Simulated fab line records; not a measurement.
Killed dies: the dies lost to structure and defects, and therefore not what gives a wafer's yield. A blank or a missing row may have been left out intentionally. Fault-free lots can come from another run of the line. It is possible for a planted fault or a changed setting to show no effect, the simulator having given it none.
One fault through the eyes of 2 desks    flow n5 finfet    each desk holds nothing but its own numbers, with what lay behind them at the end

== FOR THE TOOL OWNER'S DESK: rie metal-02 ==
The tool's own readings at N5_MIM_BOT_ETCH_ETCH_00 (etches TiN in Cl2/BCl3, target depth 45.5 nm): means of the sampled wafers that have a number, for each lot that ran on this tool. Any lot whose mean is over 4 standard deviations away from the usual mean is out of limits and marked OUT; that distance is given in the brackets.
Columns: A = drypump motor current A at N5_MIM_BOT_ETCH_ETCH_00, usual 5.8 A; B = mfc cl2 sccm at N5_MIM_BOT_ETCH_ETCH_00, usual 53.27 sccm; C = oes_ar_750_au at N5_MIM_BOT_ETCH_ETCH_00, usual 0.78 a.u.; D = oes product au at N5_MIM_BOT_ETCH_ETCH_00, usual 0.78 a.u.; E = rf fwd power W at N5_MIM_BOT_ETCH_ETCH_00, usual 995 W; F = throttle valve pct at N5_MIM_BOT_ETCH_ETCH_00, usual 21.95 %
lot   first seen here  A    B      C     D     E               F
L134  day 12 05:07     6.1  53.10  0.79  0.79  997             21.95
L133  day 12 07:28     6.1  53.35  0.80  0.79  997             22.04
L144  day 15 01:25     6.1  53.31  1.00  0.88  1239 (+72) OUT  21.77
L147  day 15 07:26     6.1  53.49  1.00  0.89  1240 (+72) OUT  21.77
L148  day 15 16:50     6.0  53.18  0.99  0.88  1237 (+71) OUT  21.76
This desk finds L144, L147, L148 out of limits, L144 being first, at day 15 01:25 (rf fwd power W at N5_MIM_BOT_ETCH_ETCH_00). Within limits: L134, L133.

== METROLOGY DESK ==
Means of the sampled wafers that have a number, per lot and without regard to the tool the lot ran on: this is what the gauges read. Any lot whose mean is over 4 standard deviations away from the usual mean is out of limits and marked OUT; that distance is given in the brackets.
Columns: A = cd nm at N5_MIM_TOP_LITHO_CD_MEAS_08, usual 2001.0 nm
lot   first seen here  A
L131  day 12 00:48     2000.2
L134  day 12 03:49     2000.6
L132  day 12 06:07     2001.3
L133  day 12 06:09     2002.1
L136  day 13 02:37     1997.3
L140  day 13 15:34     2001.2
L144  day 14 23:58     2002.0
L147  day 15 05:59     2002.1
L148  day 15 15:31     2000.4
L153  day 17 10:12     1999.7
L154  day 17 10:22     2002.0
This desk's verdict: no lot among the 11 shows anything out of limits.

== BROUGHT TOGETHER ==
An alarm could have come from the tool owner's desk at day 15 01:25, on L144, L147, L148.
The metrology desk saw nothing out of limits.
The metrology desk holds a record of L144, L147, L148, inside its limits.
On rie metal-02, each named lot ran N5_MIM_BOT_ETCH_ETCH_00.

== WHAT THE SIMULATOR HAD PUT IN ==
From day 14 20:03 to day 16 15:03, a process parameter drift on rie metal-02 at N5_MIM_BOT_ETCH_ETCH_00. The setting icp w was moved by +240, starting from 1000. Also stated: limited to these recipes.
Struck lots among those shown: L144, L147, L148.
Time in hours from fault onset to the first out-of-limits reading at each desk: the tool owner's desk, 5.
